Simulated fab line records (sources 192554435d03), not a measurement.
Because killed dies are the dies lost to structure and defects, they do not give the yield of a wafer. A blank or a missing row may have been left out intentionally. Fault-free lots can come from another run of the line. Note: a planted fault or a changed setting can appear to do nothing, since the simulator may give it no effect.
A lot that was struck, set against a sound lot    flow n5Finfet    35 out of 1938 route steps
Sound: the wafers L226.1, L226.2, L226.5. The struck wafers were L246.1, L246.3, L246.5. The cause comes at the end.
Order at every step that has rows: each side's tool, ch and its chambers, its first start. Under that, the readings that differ: sound wafers    struck wafers    difference of the means    sigmas: that difference in standard deviations of wafers without a fault.
alike: a reading whose means differ by less than 2 such deviations, as well as words and numbers matching on both sides. not compared: withheld readings; readings where some wafer has no value; bounds like >300 that might hide an equal value; numbers whose values overlap and for which the record gives no deviation.
The two part at a step that has a row with sigmas, a row that says differs or no value, or rows on one side only. When numbers do not overlap yet have no deviation, they are printed without sigmas and do not part them. Lack of a reading on every wafer of one side parts them only where that side has two or more wafers.

first, 11 steps without rows for these wafers: N5_MOL_CONTACT_COAG_WET_ETCH_116 (etches the open film in SC1-inhibited, target depth 4.6 nm, rinse time 30 s); N5_MOL_CONTACT_COAG_ALD_27 (deposits SiOC, target thk 17 nm, pulse time 1.5 s, time 2720 s); N5_MOL_CONTACT_COAG_CMP_28 (polishes, stops on SiNx, t overpolish 0.85 s, target thk 14.522 nm); N5_MOL_CONTACT_COAG_ALD_123 (deposits SiNx, target thk 5 nm, pulse time 1 s, purge time 2 s); N5_MOL_CONTACT_COAG_PECVD_31 (deposits SiO2 from TEOS/O2, target thk 46 nm, time 8.9 s); N5_MOL_CONTACT_COAG_COAT_75 (time 60 s, resist thk 60 nm); N5_MOL_CONTACT_COAG_COAT_76 (time 60 s, resist thk 10 nm); N5_MOL_CONTACT_COAG_COAT_77 (time 60 s, resist thk 10 nm); N5_MOL_CONTACT_COAG_COAT_78 (resist thk 40 nm); N5_MOL_CONTACT_COAG_EBR_80; N5_MOL_CONTACT_COAG_SOFTBAKE_79 (time 60 s).
N5_MOL_CONTACT_COAG_EXPOSE_81: exposes mask VG, defocus 0 nm.
  sound on euvScanner-01 ch 0, day 5 08:42; struck on euvScanner-01 ch 0, day 10 14:20
reading            sound              struck             difference  sigmas
exposureDoseMJCm2  59.47 59.40 59.45  65.53 65.53 65.45  +6.06       +96
stageMsdNm (nm)    0.870 0.868 0.869  0.851 0.844 0.849  -0.021      -3
  alike: mask
then, 2 steps without rows for these wafers: N5_MOL_CONTACT_COAG_PEB_82 (peb time 60 s); N5_MOL_CONTACT_COAG_DEVELOP_83 (develop time 30 s).
N5_MOL_CONTACT_COAG_CD_MEAS_84: the cd target is 25.1 nm.
  sound on cdSem-01 ch 0, day 5 08:50; struck on cdSem-02 ch 0, day 10 14:29
reading    sound              struck             difference  sigmas
cdNm (nm)  25.39 24.96 24.74  18.18 11.32 20.42  -8.39       -32
then, 16 steps without rows for these wafers: N5_MOL_CONTACT_COAG_DESCUM_88 (chemistry O2, time 7 s); N5_MOL_CONTACT_COAG_ETCH_89 (etches underlayer in N2/H2, target depth 13 nm, time 10.4 s); N5_MOL_CONTACT_COAG_ETCH_90 (etches SiARC in CF4, target depth 13 nm, time 21.7 s); N5_MOL_CONTACT_COAG_ALD_131 (deposits SiO2, target thk 5 nm, pulse time 1 s, co reactant pulse time 1 s); N5_MOL_CONTACT_COAG_ETCHBACK_132 (etches SiO2 in CHF3, target depth 10 nm, time 6.7 s); N5_MOL_CONTACT_COAG_ETCH_91 (etches SOC in N2/H2, target depth 60 nm, overetch 21 nm, time 101.2 s); N5_MOL_CONTACT_COAG_STRIP_92 (strips in N2/H2); N5_MOL_CONTACT_COAG_STRIP_93 (strips in N2/H2); N5_MOL_CONTACT_COAG_ETCHBACK_135 (etches SiO2 in CHF3, target depth 25 nm, time 16.7 s); N5_MOL_CONTACT_COAG_STRIP_118 (strips in CHF3); N5_MOL_CONTACT_COAG_VIA_ETCH_46 (etches SiO2 in C4F6/O2, target depth 46 nm, overetch 9.2 nm, time 40 s); N5_MOL_CONTACT_COAG_STRIP_96 (strips in N2/H2); N5_MOL_CONTACT_COAG_ETCH_47 (etches SiNx in CH3F/O2, stops on W, target depth 27 nm); N5_MOL_CONTACT_COAG_STRIP_119 (strips in N2/H2, time 30 s); N5_MOL_CONTACT_COAG_PRECLEAN_144 (cleans in alkaline clean, time 60 s); N5_MOL_CONTACT_COAG_SRD_145 (time 30 s).
N5_MOL_CONTACT_COAG_CD_MEAS_137: the cd target is 16 nm.
  struck on cdSem-01, day 10 15:38; sound on cdSem-03, day 5 10:36
reading    sound           struck        difference  sigmas
cdNm (nm)  16.2 16.0 15.6  8.9 2.8 11.3  -8.3        -25
then, 1 step without rows for these wafers: N5_MOL_CONTACT_COAG_COAT_62 (time 60 s, resist thk 60 nm).
N5_BEOL_M4_RC_MEAS_101:
  the record has rows for the sound wafers here (prober-01 ch 0, day 9 00:08) and none for the struck ones
-- here the record skips 8 days between the struck wafers' starts before and after, leaving off in module BEOL_M4 and picking up in module PASSIVATION (first step shown: number 1936 of the route) --
N5_PASSIVATION_PROBE_49:
  the record has rows for the struck wafers here (prober-02, day 18 12:33) and none for the sound ones

== WHERE THEY PART ==
First at N5_MOL_CONTACT_COAG_EXPOSE_81; last, within this record, at N5_PASSIVATION_PROBE_49.

WHY: whatever the simulator had introduced
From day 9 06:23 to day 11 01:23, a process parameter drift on euvScanner-01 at N5_MOL_CONTACT_COAG_EXPOSE_81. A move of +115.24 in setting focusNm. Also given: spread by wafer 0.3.
